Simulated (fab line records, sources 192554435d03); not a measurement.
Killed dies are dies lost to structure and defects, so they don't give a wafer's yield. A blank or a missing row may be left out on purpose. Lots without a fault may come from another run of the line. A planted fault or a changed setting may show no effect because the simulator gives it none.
fab line records | flow n5_finfet
record lots=6 wafers=17 last_day=16
route steps=1938 shown BEOL_M1@810 BEOL_M2@841 PASSIVATION@1936
lots that met no fault: from a run of the same line without faults
start_h: hours from the record's first day to the start of the lot's first wafer shown | wait_h: hours since the lot's step before | " the same as in the row above | L1.1+2: a row that stands for several wafers | - no value, or no start given | * or withheld: withheld | < > ~ a bound
route shown NAME@n: a module of which the file shows steps, and the number in the route of the first | usual: mean/standard deviation of fault-free wafers | same: alike in all rows | chamber/n: place in a boat | sites: the reading at each site | _std_site: their standard deviation | _edge_site: outer sites' mean less inner sites' | radius_mm: how far each site lies from the wafer's centre | mask NAME#n: copy n | behind: the tool/chamber that last shaped the wafer | hold: why the lot was held/for how many hours/how that ended | device: the transistor (n, p or np) that didn't switch | end of line: the same wafers' tests at the end of the route | a step without rows: its recipe alone | killed: dies lost to structure and defects at the first sort, not the wafer's yield | map: a wafer's dies, x killed, . not, _ none there
set.NAME: the setting as run; set.NAME@STEP: as run at that earlier step | model.NAME: the simulator's own value behind a step, which no gauge read
lots at some steps of the route; a table a step, a row a wafer
services: from which hour (start_h, from the record's first day; less than 0 if before it) a tool's chamber was out of use, for how many hours, and why
## steps
# step N5_BEOL_M1_PRE_CLEAN_45
# recipe gas=H2/He time_s=30 temp_c=250
# step N5_BEOL_M1_ALD_84
# recipe material=TaN target_thk_a=* temp_c=275 ald_precursor_family=PDMAT ald_co_reactant=NH3 pressure_torr=3 carrier_flow_sccm=1500 pulse_time_s=2 purge_time_s=3 co_reactant_purge_time_s=2 co_reactant_pulse_time_s=3 ald_cycles=30 precursor_vessel_temp_c=75 precursor_vessel_pressure_torr=26.25 precursor_vessel_carrier_sccm=1000
# step N5_BEOL_M1_SURFACE_TREAT_85
# recipe gas=Ar time_s=* ion_energy_ev=* ion_current_ma_cm2=0.5 pressure_mtorr=* ar_flow_sccm=30
# step N5_BEOL_M1_CVD_47
# recipe material=Co target_thk_a=30 temp_c=withheld precursor=CCTBA/H2 pressure_torr=30 time_s=223.8
# step N5_BEOL_M1_SPUTTER_48
# recipe material=Cu target_thk_a=45 temp_c=-20 chamber_pressure_pa=0.07 power_w=withheld time_s=8.29
# usual chuck_gas_flow_sccm=1.25/0.061 throttle_valve_pct=29.5/1.1
# columns lot.wafer tool chamber start_h wait_h chuck_gas_flow_sccm throttle_valve_pct
L418.1 pvd_sputter-01 - 129.44 0.2 1.33 28.3
L418.2 " - " " 1.24 27.5
L418.3 " - " " 1.34 29.3
L424.2 pvd_sputter-02 - 165.59 0.1 1.27 29.4
L424.3 " - " " 1.20 29.8
L424.4 " - " " 1.30 28.6
L426.2 pvd_sputter-02 - 181.95 0.1 1.17 29.9
L426.3 " - " " 1.16 28.7
L426.5 " - " " 1.20 28.8
L429.3 pvd_sputter-02 - 196.96 0.1 1.26 30.2
L429.4 " - " " 1.34 30.1
L434.1 pvd_sputter-02 - 221.51 0.4 1.24 28.6
L434.2 " - " " 1.26 29.5
L434.4 " - " " 1.14 29.7
L436.2 pvd_sputter-02 - 239.69 0.3 1.29 30.3
L436.4 " - " " 1.36 29.5
L436.5 " - " " 1.22 29.0
# step N5_BEOL_M1_ANNEAL_49
# recipe temp_c=400 time_s=240 ambient=vacuum
# step N5_BEOL_M1_SPUTTER_79
# recipe material=Cu target_thk_a=45 temp_c=-20 chamber_pressure_pa=0.07 power_w=withheld time_s=8.29
# usual chuck_gas_flow_sccm=1.25/0.05 throttle_valve_pct=29.6/1.1
# columns lot.wafer tool chamber start_h wait_h chuck_gas_flow_sccm throttle_valve_pct
L418.1 pvd_sputter-01 - 129.66 0.1 1.27 28.2
L418.2 " - " " 1.19 27.3
L418.3 " - " " 1.33 29.4
L424.2 pvd_sputter-02 - 165.81 0.1 1.24 29.4
L424.3 " - " " 1.21 30.1
L424.4 " - " " 1.34 28.9
L426.2 pvd_sputter-02 - 182.17 0.1 1.29 30.0
L426.3 " - " " 1.29 28.6
L426.5 " - " " 1.27 28.8
L429.3 pvd_sputter-02 - 197.18 0.1 1.30 30.0
L429.4 " - " " 1.21 29.9
L434.1 pvd_sputter-02 - 221.76 0.1 1.26 28.6
L434.2 " - " " 1.29 29.3
L434.4 " - " " 1.22 30.0
L436.2 pvd_sputter-02 - 239.91 0.1 1.21 29.9
L436.4 " - " " 1.23 29.2
L436.5 " - " " 1.23 28.9
# step N5_BEOL_M1_ANNEAL_80
# recipe temp_c=400 time_s=240 ambient=vacuum
# step N5_BEOL_M1_SPUTTER_81
# recipe material=Cu target_thk_a=45 temp_c=-20 chamber_pressure_pa=0.07 power_w=withheld time_s=8.29
# step N5_BEOL_M1_ANNEAL_82
# recipe temp_c=400 time_s=240 ambient=vacuum
# step N5_BEOL_M1_SPUTTER_86
# recipe material=Cu target_thk_a=45 temp_c=-20 chamber_pressure_pa=0.07 power_w=withheld time_s=8.29
# step N5_BEOL_M1_ANNEAL_87
# recipe temp_c=400 time_s=240 ambient=vacuum
# step N5_BEOL_M1_SPUTTER_88
# recipe material=Cu target_thk_a=45 temp_c=-20 chamber_pressure_pa=0.07 power_w=withheld time_s=8.29
# usual chuck_gas_flow_sccm=1.25/0.056 throttle_valve_pct=29.5/1.1
# columns lot.wafer tool chamber start_h wait_h chuck_gas_flow_sccm throttle_valve_pct
L418.1 pvd_sputter-01 - 130.32 0.1 1.31 28.2
L418.2 " - " " 1.30 27.4
L418.3 " - " " 1.23 29.3
L424.2 pvd_sputter-02 - 166.47 0.1 1.29 29.3
L424.3 " - " " 1.36 30.1
L424.4 " - " " 1.20 28.6
L426.2 pvd_sputter-02 - 182.83 0.1 1.25 29.7
L426.3 " - " " 1.25 28.9
L426.5 " - " " 1.17 28.9
L429.3 pvd_sputter-02 - 197.84 0.1 1.24 29.9
L429.4 " - " " 1.16 29.8
L434.1 pvd_sputter-02 - 222.50 0.1 1.31 28.9
L434.2 " - " " 1.25 29.3
L434.4 " - " " 1.28 30.0
L436.2 pvd_sputter-02 - 240.57 0.1 1.29 30.0
L436.4 " - " " 1.24 29.4
L436.5 " - " " 1.25 28.8
# step N5_BEOL_M1_ANNEAL_89
# recipe temp_c=400 time_s=240 ambient=vacuum
# step N5_BEOL_M1_SPUTTER_90
# recipe material=Cu target_thk_a=45 temp_c=-20 chamber_pressure_pa=0.07 power_w=withheld time_s=8.29
# usual chuck_gas_flow_sccm=1.25/0.053 throttle_valve_pct=29.5/1.1
# columns lot.wafer tool chamber start_h wait_h chuck_gas_flow_sccm throttle_valve_pct
L418.1 pvd_sputter-01 - 130.54 0.1 1.27 28.3
L418.2 " - " " 1.27 27.6
L418.3 " - " " 1.25 29.4
L424.2 pvd_sputter-02 - 166.69 0.1 1.35 29.5
L424.3 " - " " 1.18 30.1
L424.4 " - " " 1.18 28.8
L426.2 pvd_sputter-02 - 183.05 0.1 1.10 30.0
L426.3 " - " " 1.24 28.7
L426.5 " - " " 1.30 28.5
L429.3 pvd_sputter-02 - 198.06 0.1 1.11 29.9
L429.4 " - " " 1.20 29.8
L434.1 pvd_sputter-02 - 222.75 0.1 1.25 28.5
L434.2 " - " " 1.29 29.6
L434.4 " - " " 1.24 30.1
L436.2 pvd_sputter-02 - 240.79 0.1 1.17 29.9
L436.4 " - " " 1.24 29.3
L436.5 " - " " 1.20 28.5
# step N5_BEOL_M1_ANNEAL_91
# recipe temp_c=400 time_s=240 ambient=vacuum
# step N5_BEOL_M1_SPUTTER_92
# recipe material=Cu target_thk_a=45 temp_c=-20 chamber_pressure_pa=0.07 power_w=withheld time_s=8.29
# step N5_BEOL_M1_ANNEAL_93
# recipe temp_c=400 time_s=240 ambient=vacuum
# step N5_BEOL_M1_SPUTTER_94
# recipe material=Cu target_thk_a=45 temp_c=-20 chamber_pressure_pa=0.07 power_w=withheld time_s=8.29
# step N5_BEOL_M1_ANNEAL_95
# recipe temp_c=400 time_s=240 ambient=vacuum
# step N5_BEOL_M1_SPUTTER_96
# recipe material=Cu target_thk_a=45 temp_c=-20 chamber_pressure_pa=0.07 power_w=withheld time_s=8.29
# step N5_BEOL_M1_ECD_50
# recipe material=Cu target_thk_a=3000
# step N5_BEOL_M1_ANNEAL_51
# recipe temp_c=225 time_s=90 ambient=N2
# step N5_BEOL_M1_CMP_52
# recipe stop_on=SiOC t_overpolish_s=6.8 down_force_psi=1 platen_rpm=50 clearing_platen_down_force_psi=1.5 clearing_platen_rpm=50 post_cmp_clean=cu_alkaline target_thk_nm=40 clearing_platen_pad_velocity_m_s=0.99484 pad_velocity_m_s=0.99484
# step N5_BEOL_M1_PRE_CLEAN_60
# recipe gas=NH3/H2 time_s=15 temp_c=* rf_power_w=300
# step N5_BEOL_M1_CO_CAP_55
# recipe material=Co target_thk_a=20 temp_c=200 precursor=CCTBA/H2 pressure_torr=30 time_s=102.1
# usual heater_power_outer_w=125/14 heater_power_w=235/23
# columns lot.wafer tool chamber start_h wait_h heater_power_outer_w heater_power_w
L418.1 cvd_co-02 2 132.06 0.0 125 229
L418.2 " 1 " " 99 194
L418.3 " 0 " " 139 238
L424.2 cvd_co-02 2 168.21 0.0 130 230
L424.3 " 0 " " 137 237
L424.4 " 0 " " 142 242
L426.2 cvd_co-01 2 184.58 0.0 131 247
L426.3 " 0 " " 115 231
L426.5 " 0 " " 118 241
L429.3 cvd_co-02 0 199.60 0.0 140 240
L429.4 " 1 " " 102 196
L434.1 cvd_co-01 2 224.37 0.0 126 244
L434.2 " 0 " " 118 235
L434.4 " 1 " " 135 270
L436.2 cvd_co-02 2 242.40 0.0 129 233
L436.4 " 2 " " 126 229
L436.5 " 1 " " 98 191
# step N5_BEOL_M1_PRE_CLEAN_56
# recipe gas=NH3 time_s=15 temp_c=withheld rf_power_w=300
# step N5_BEOL_M1_DEP_57
# recipe material=SiCN target_thk_a=80 temp_c=withheld precursor=3MS/NH3 pressure_torr=3 rf_w=202 time_s=14
# step N5_BEOL_M1_RS_MEAS_58
# recipe thk_meas_gauge=four-point-probe reads=Co_of_BEOL_M1_CO_CAP_55+Cu_of_BEOL_M1_ECD_50+Co_of_BEOL_M1_CVD_47+TaN_of_BEOL_M1_ALD_84
# usual M1_RS=0.68/0.036
# columns lot.wafer tool chamber start_h wait_h M1_RS[ohm/sq]
L418.1 film_metro-01 - 132.25 0.0 0.69
L418.2 " - " " 0.73
L418.3 " - " " 0.75
L424.2 film_metro-02 - 168.39 0.1 0.63
L424.3 " - " " 0.64
L424.4 " - " " 0.58
L426.2 film_metro-02 - 184.76 0.1 0.67
L426.3 " - " " 0.66
L426.5 " - " " 0.65
L429.3 film_metro-01 - 199.79 0.1 0.68
L429.4 " - " " 0.65
L434.1 film_metro-01 - 224.58 0.1 0.69
L434.2 " - " " 0.69
L434.4 " - " " 0.71
L436.2 film_metro-01 - 242.58 0.1 0.74
L436.4 " - " " 0.66
L436.5 " - " " 0.68
# step N5_BEOL_M2_ILD_DEP_00
# recipe material=SiOC target_thk_a=790 temp_c=350 precursor=DEMS/O2 pressure_torr=5 rf_w=500 time_s=15.3
# usual heater_power_outer_w=242/55 heater_power_w=452/82 showerhead_plenum_p_Torr=5.698/0.015 showerhead_vpp_V=1406/75 throttle_valve_pct=12.2/0.82
# columns lot.wafer tool chamber start_h wait_h heater_power_outer_w heater_power_w showerhead_plenum_p_Torr showerhead_vpp_V throttle_valve_pct
L418.1 pecvd-01 1 132.31 0.0 190 406 5.683 1278 12.2
L418.2 " 2 " " 204 364 5.714 1416 12.5
L418.3 " 0 " " 252 439 5.733 1398 13.7
L424.2 pecvd-03 1 168.46 0.0 172 356 5.718 1353 11.2
L424.3 " 2 " " 314 591 5.689 1377 11.3
L424.4 " 1 " " 179 353 5.711 1358 11.2
L426.2 pecvd-03 2 184.82 0.0 243 498 5.683 1383 11.3
L426.3 " 1 " " 180 368 5.708 1375 11.2
L426.5 " 0 " " 226 409 5.696 1396 13.3
L429.3 pecvd-01 0 199.85 0.0 281 465 5.742 1408 13.7
L429.4 " 0 " " 276 484 5.714 1409 13.8
L434.1 pecvd-04 1 224.64 0.0 325 573 5.676 1570 12.4
L434.2 " 0 " " 297 473 5.698 1383 11.6
L434.4 " 0 " " 289 491 5.701 1364 12.1
L436.2 pecvd-04 1 242.64 0.0 371 628 5.679 1578 12.4
L436.4 " 2 " " 217 421 5.688 1464 12.0
L436.5 " 1 " " 374 621 5.680 1601 12.4
# step N5_BEOL_M2_THK_MEAS_01
# recipe reads=SiOC_of_BEOL_M2_ILD_DEP_00
# usual M2_ILD_THK=79.3/1.1
# columns lot.wafer tool chamber start_h wait_h M2_ILD_THK[nm]
L418.1 film_metro-02 - 132.38 0.0 80.4
L418.2 " - " " 80.1
L418.3 " - " " 79.5
L424.2 film_metro-01 - 168.52 0.1 78.4
L424.3 " - " " 77.8
L424.4 " - " " 79.0
L426.2 film_metro-02 - 184.89 0.1 79.6
L426.3 " - " " 78.4
L426.5 " - " " 81.4
L429.3 film_metro-02 - 199.92 0.1 78.8
L429.4 " - " " 80.6
L434.1 film_metro-02 - 224.71 0.0 77.7
L434.2 " - " " 76.8
L434.4 " - " " 77.6
L436.2 film_metro-02 - 242.71 0.1 78.4
L436.4 " - " " 78.5
L436.5 " - " " 79.2
# step N5_BEOL_M2_PECVD_72
# recipe material=SiO2 target_thk_a=160 temp_c=400 precursor=TEOS/O2 pressure_torr=5.5 rf_w=450 teos_flow_sccm=53.8 gas=O2 flow_sccm=3000 time_s=18
# step N5_BEOL_M2_HM_DEP_02
# recipe material=TiN target_thk_a=200 temp_c=25 chamber_pressure_pa=0.49996
# step N5_BEOL_M2_COAT_61
# recipe resist=SOC temp_c=250 time_s=60 spin_rpm=1500 resist_thk_nm=60
# step N5_BEOL_M2_COAT_62
# recipe resist=SiARC temp_c=220 time_s=60 spin_rpm=1500 resist_thk_nm=12
# step N5_BEOL_M2_COAT_73
# recipe resist=underlayer temp_c=205 time_s=60 spin_rpm=1500 resist_thk_nm=5
# step N5_BEOL_M2_COAT_05
# recipe resist=CAR-EUV spin_rpm=1500 resist_thk_nm=30
# step N5_BEOL_M2_EBR_07
# recipe solvent=PGMEA ebr_width_mm=1.5
# step N5_BEOL_M2_SOFTBAKE_06
# recipe temp_c=110 time_s=60 resist=CAR-EUV
# step N5_BEOL_M2_EXPOSE_08
# recipe mask_id=M2 na=0.33 source_shape=dipole sigma_inner=0.369 sigma_outer=0.767 polarization=unpolarized dose_mj=41.25
# step N5_PASSIVATION_PROBE_49
# usual defect_limited_yield=91.5/1.6 killed_at_M0_to_M3=33/10 killed_at_M4_up=13/5.6 killed_at_contacts=13/6 killed_at_front_end=39/12 killed_at_other=3.0/2.8 killed_dies=101/19 killed_open=65/13 killed_short=32/8.3 sort_bin_5_function=5.0/1 sort_bin_6_memory=3.1/0.69 sort_n_pass=1079/19 sort_yield_pct=91.5/1.6
# same gross_dies=1180 killed_at_back_side=0 sort_bin_4_leakage[%]=0 sort_bin_8_speed[%]=0
# columns lot.wafer tool chamber start_h wait_h defect_limited_yield[%] killed_at_M0_to_M3 killed_at_M4_up killed_at_contacts killed_at_front_end killed_at_other killed_dies killed_open killed_short sort_bin_5_function[%] sort_bin_6_memory[%] sort_n_pass sort_yield_pct[%]
L434.1 prober-02 - 363.83 0.0 82.4 109 16 13 69 1 208 71 42 10.1 6.1 972 82.4
L436.5 prober-01 - 377.09 0.2 85.5 140 7 7 17 0 171 44 20 9.6 3.8 1009 85.5
# killed by level:class
L434.1 BEOL_M1:unspecified=94 FIN_SAQP:geometric_particle:open=13 STI_FIN_REVEAL:geometric_particle:open=10 GATE_CUT:geometric_particle:short=10 DUMMY_GATE:geometric_particle:open=9 MOL_CONTACT_COAG:geometric_particle:open=9 FIN_SAQP:geometric_particle:short=6 BEOL_M8:geometric_particle:open=4
L436.5 BEOL_M1:unspecified=104 BEOL_M3:geometric_particle:open=9 BEOL_M2:geometric_particle:open=7 MOL_CONTACT_COAG:geometric_particle:open=6 BEOL_M0_SAQP:geometric_particle:short=6 BEOL_M0_SAQP:geometric_particle:open=6 FIN_SAQP:geometric_particle:short=3 STI_FIN_REVEAL:geometric_particle:open=3
# map L434.1 (x killed, . not)
_________________.x..xx......________________
______________...x..x..........x_____________
___________.....x......x...........__________
__________.x..x.................x..._________
________...................x.........._______
_______.........x..x......x.......x....______
______x.......x.........xx.........x...._____
_____x.............xx.x...xx.............____
____................................x.....___
___.x....x.................................__
___..................x........x............__
__.....x.x.............x.....x.............._
__xx..........x............................._
_..................x......................xx.
_.........x...............xxx...........x....
_........x...x...xxx.......x..........x......
_..x....x.....x...x.....x......x.....x.......
_....x........x..xxxxxx.......x..x..........x
_...x........x.xxxxxxxxxx......x..x..........
_............x.x.xxxxxxxxx..x..x..x..x..x....
_........x...xxxxxxxxxxxx........x...x.......
__...x....x...xxxxxxxxxxxx...............x.._
__.........xxxxxxxxxxxxxxx.................._
___.........xx..x.xxxxxx.x..........x......__
___..x..xxx...x.x.x.xxxxxxx................__
____.........xxxx.xxxxx..x...x....x.......___
_____x.....x......x.xx.xx................____
______x.....x..........x...x............_____
_______......x......x....x...xx........______
________x...................x........._______
__________...........x.........x...._________
___________............x...x.......__________
______________.....x...x........_____________
_________________............________________
# map L436.5 (x killed, . not)
_________________.........x..________________
______________.................._____________
___________x......................x__________
__________.........................._________
________...........................xx._______
_______...x.....x......................______
______....x...............x............._____
_____...............x...........x.....x..____
____......................................___
___......x...x.............................__
___.............x.....x.........x..........__
__...........x...............x.x......x....._
__.........x...............x................_
_...........x.....x.x......x.x..........x....
_x...........x..x....x.xx..........x.........
_......x.....xx.x...x.x...x........x.........
_..............x.xxx..x.....x................
_.............x...xxxxxx.....................
_..............xxxxx.xx..x...................
_..............xxxxxxxxxx...x.........x......
_...x.....x...xxxxxxxxxxxx.x..x...x..........
__......x.....xxxxxxxxxxxxx...x...xx...x...._
__...........xxxxxxxxxxxxxxx................_
___........x.xxxx.xxxxxxx................x.__
___.....x.x...x.x..xxx.x.x.................__
____...x......xx...xxx............x.......___
_____.x........x...xx.xx.............x...____
______x...xx............x..........x...._____
_______.......x...............x........______
________.............................._______
__________.........................._________
___________........................__________
______________.................._____________
_________________..x.........________________
## services
# columns tool chamber start_h hours kind
pecvd-04 - 109.34 1.7 repair
cvd_co-01 1 114.67 - clean
cvd_co-01 1 114.67 22.0 scheduled_down
cvd_co-01 1 114.67 22.0 vent_cycle
pecvd-01 - 123.82 1.4 repair
pecvd-04 - 131.26 6.0 pm
cvd_co-01 - 133.27 2.8 pm
pecvd-01 2 217.11 6.5 repair
pecvd-03 0 218.77 14.6 repair
pecvd-03 - 232.87 3.7 repair
## key
first_sign step=N5_PASSIVATION_PROBE_49 reading=killed_at_M0_to_M3 direction=up sigmas=8.8 usual=33 struck=124
effect step=N5_PASSIVATION_PROBE_49 reading=defect_limited_yield direction=down sigmas=4.7 usual=91.5 struck=83.9
more_kills_born_at N5_BEOL_M1_SPUTTER_88@pvd_sputter-02=198
met_at N5_BEOL_M1_SPUTTER_88
struck_wafers L434.1,L436.5
baseline_loss step=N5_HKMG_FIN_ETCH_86 wafers=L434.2
onset_between 182.83 222.50
fault kind=chamber_particle_source tool=pvd_sputter-02 chamber=- onset_h=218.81 steps=N5_BEOL_M1_SPUTTER_88 rate_per_visit_cm2=0.39411 scope=struck_wafers_only
# baseline_loss: these wafers lose ten dies or more at that step, a loss of the line's own and not of a fault; the sort's usual values leave them out
